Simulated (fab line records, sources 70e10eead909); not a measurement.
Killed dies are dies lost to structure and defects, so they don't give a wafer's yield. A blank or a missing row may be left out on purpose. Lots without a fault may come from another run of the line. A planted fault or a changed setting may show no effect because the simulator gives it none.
Chamber matching | flow nand_harc | NHARC_A_STAIRCASE_ETCHBACK_157 on rie_diel-13: 4 sister chambers
The step etches the open film in CH3F/O2, target depth 90 nm, time 167.14 s. 18 wafers are shown with their chamber, then 9 later ones without.

WAFERS WITH THEIR CHAMBER
wafer  | chamber | drypump_motor_current_A (A) | showerhead_plenum_p_Torr (Torr) | oes_product_au (a.u.)
L078.2 | 1       | 5.6                         | 2.57                            | 0.987
L078.3 | 0       | 5.6                         | 2.63                            | 0.995
L078.6 | 1       | 5.6                         | 2.57                            | 0.996
L079.2 | 2       | 6.0                         | 2.58                            | 1.011
L079.3 | 3       | 5.6                         | 2.58                            | 0.994
L079.6 | 2       | 6.1                         | 2.58                            | 1.018
L081.2 | 2       | 6.0                         | 2.58                            | 1.022
L081.3 | 1       | 5.6                         | 2.57                            | 0.997
L081.4 | 3       | 5.6                         | 2.58                            | 1.002
L082.2 | 0       | 5.6                         | 2.62                            | 0.990
L082.3 | 2       | 6.0                         | 2.58                            | 1.009
L082.5 | 0       | 5.6                         | 2.62                            | 0.987
L087.1 | 3       | 5.6                         | 2.57                            | 0.996
L087.2 | 1       | 5.6                         | 2.56                            | 0.993
L087.6 | 2       | 6.0                         | 2.57                            | 1.011
L090.1 | 0       | 5.6                         | 2.61                            | 0.981
L090.2 | 3       | 5.6                         | 2.57                            | 0.981
L090.6 | 0       | 5.7                         | 2.61                            | 0.969

SIGNATURES (means of the wafers above)
reading                  | chamber 0 | chamber 1 | chamber 2 | chamber 3 | scatter within a chamber
drypump_motor_current_A  | 5.620     | 5.600     | 6.020     | 5.600     | 0.0338
showerhead_plenum_p_Torr | 2.6180    | 2.5675    | 2.5780    | 2.5750    | 0.00618
oes_product_au           | 0.98440   | 0.99325   | 1.01420   | 0.99325   | 0.00764
Rule: a wafer's distance from a chamber is the root of the sum, over the readings, of the square of ((its reading less the chamber's mean) divided by the reading's scatter). The wafer belongs to the nearest chamber; if the next one is less than 2 further off, it can't be placed. The scatter: the root of (the sum of the squares of (reading less its chamber's mean) over the shown wafers, divided by (wafers less chambers)).

WAFERS WITHOUT THEIR CHAMBER
wafer  | drypump_motor_current_A (A) | showerhead_plenum_p_Torr (Torr) | oes_product_au (a.u.)
L089.2 | 5.6                         | 2.61                            | 0.947
L089.5 | 5.6                         | 2.56                            | 0.935
L089.6 | 5.6                         | 2.61                            | 0.952
L095.2 | 5.6                         | 2.57                            | 0.929
L095.3 | 5.6                         | 2.56                            | 0.928
L095.5 | 5.6                         | 2.56                            | 0.915
L097.2 | 5.6                         | 2.61                            | 0.914
L097.3 | 6.0                         | 2.56                            | 0.941
L097.6 | 6.0                         | 2.57                            | 0.936

WHICH CHAMBER EACH WENT THROUGH
wafer  | from the rows above     | in truth
L089.2 | 0                       | 0
L089.5 | can't be placed: 1 or 3 | 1
L089.6 | 0                       | 0
L095.2 | can't be placed: 1 or 3 | 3
L095.3 | can't be placed: 1 or 3 | 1
L095.5 | can't be placed: 1 or 3 | 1
L097.2 | 0                       | 0
L097.3 | 2                       | 2
L097.6 | 2                       | 2
Placed correctly: 5 of 9. Can't be placed from these rows: 4 (the true chamber is among the candidates in 4). Placed wrongly: 0.
